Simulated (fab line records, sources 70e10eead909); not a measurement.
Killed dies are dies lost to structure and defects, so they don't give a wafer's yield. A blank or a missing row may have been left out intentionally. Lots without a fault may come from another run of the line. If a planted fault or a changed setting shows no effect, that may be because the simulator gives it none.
Problem report in the 8D (eight disciplines) form, filled by code || flow nand harc || the parts of the form that need people (team, actions taken, sign-off) are left out

== 1. THE PROBLEM ==
At NHARC_END_SORT_01, killed at periphery averages 70.2 over 6 wafers from 2 lots, while fault-free wafers read 3.1, standard deviation 2.1. That puts it +32 standard deviations away from the usual mean.
Seen first at day 20 16:18 on prober-01, wafer L591.2. Wafers with a number at this step in the record: 42, from 14 lots. The rule behind "out" and "out of limits": a value lying over 4 standard deviations away from the usual mean. Any other wafer with a number is counted as sound.

== 2. WHAT IT IS, AND WHAT IT ISN'T ==
{"question": "which readings at this step", "is": "killed at periphery", "is not": "killed at array, killed at other, killed open, killed short"}
{"question": "which lots", "is": "L591, L593", "is not": "L585, L586, L588, L589, L592, L599, L602, L603, L604, L606, L607, L608"}
{"question": "which wafers of those lots", "is": "all that have a number", "is not": "-"}
{"question": "read on which gauges", "is": "prober-01", "is not": "prober-02"}
{"question": "when", "is": "from day 20 16:18", "is not": "up to then (9 sound wafers); but 27 sound wafers of L586, L592, L599, L602, L603, L604, L606, L607, L608 came after"}

== 3. WHAT RULES OUT EACH SUSPECT ==
Counting: any tool at a process step up to the reading is kept as a suspect provided that every lot that is out went through it and no sound lot did after the first of them.
- the gauge at NHARC_END_SORT_01: kept. All the wafers that are out were read on prober-01, and no step on other tools shows them out.
- pvd sputter-02 at NHARC_P_CONTACT_PVD_32 (deposits Ti, target thk 5 nm, time 17.7 s): ruled out as a lasting fault. Sound lots L608 ran on it after its first lot that is out, L591 (day 7 05:17).
- pvd sputter-01 at NHARC_A_BONDPAD_PVD_17 (deposits TaN, target thk 5 nm, time 8.06 s): ruled out as a lasting fault. Sound lots L592, L606 ran on it after its first lot that is out, L591 (day 19 08:27). With no start given for some of its lots, NHARC_A_BONDPAD_PVD_17 uses the hours and lot order of NHARC_A_BONDPAD_ANNEAL_28.
The count leaves prober-01 at NHARC_END_SORT_01.

== 4. THE CAUSE (what the simulator had put in) ==
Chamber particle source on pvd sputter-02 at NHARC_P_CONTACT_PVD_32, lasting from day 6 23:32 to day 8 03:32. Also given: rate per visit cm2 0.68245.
The count ruled it out by mistake, since the rule takes a fault to strike every lot its tool runs from the start of the fault on, and this one did not do so.

== 5. SEQUENCE OF EFFECTS, ordered by route ==
Each row: a reading where the mean over the struck wafers with a number is more than 3 standard deviations away from the usual. Readings are gone through only where the record gives a usual standard deviation; hours: the median, over the lots, of the time from a lot's start at the first step in this table giving one to that lot's start at this step; sigmas: the change measured in usual standard deviations.
{"hours": 0, "step": "NHARC_END_SORT_01", "reading": "killed at periphery", "usual": 3.1, "on struck wafers": 70.2, "change": "+67.1", "sigmas": "+32"}
{"hours": 0, "step": "NHARC_END_SORT_01", "reading": "killed dies", "usual": 33, "on struck wafers": 97, "change": "+64", "sigmas": "+5.8"}

== 6. WHAT WOULD HAVE CAUGHT IT SOONER ==
In this record the first reading out of limits at a measuring or inspecting step was taken at day 20 16:18, 329 hours after the fault began at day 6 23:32.
An alarm limit of 4 standard deviations would not have fired on the tool readings at NHARC_P_CONTACT_PVD_32 for which the record gives a usual standard deviation, since none of them was out on any struck wafer.
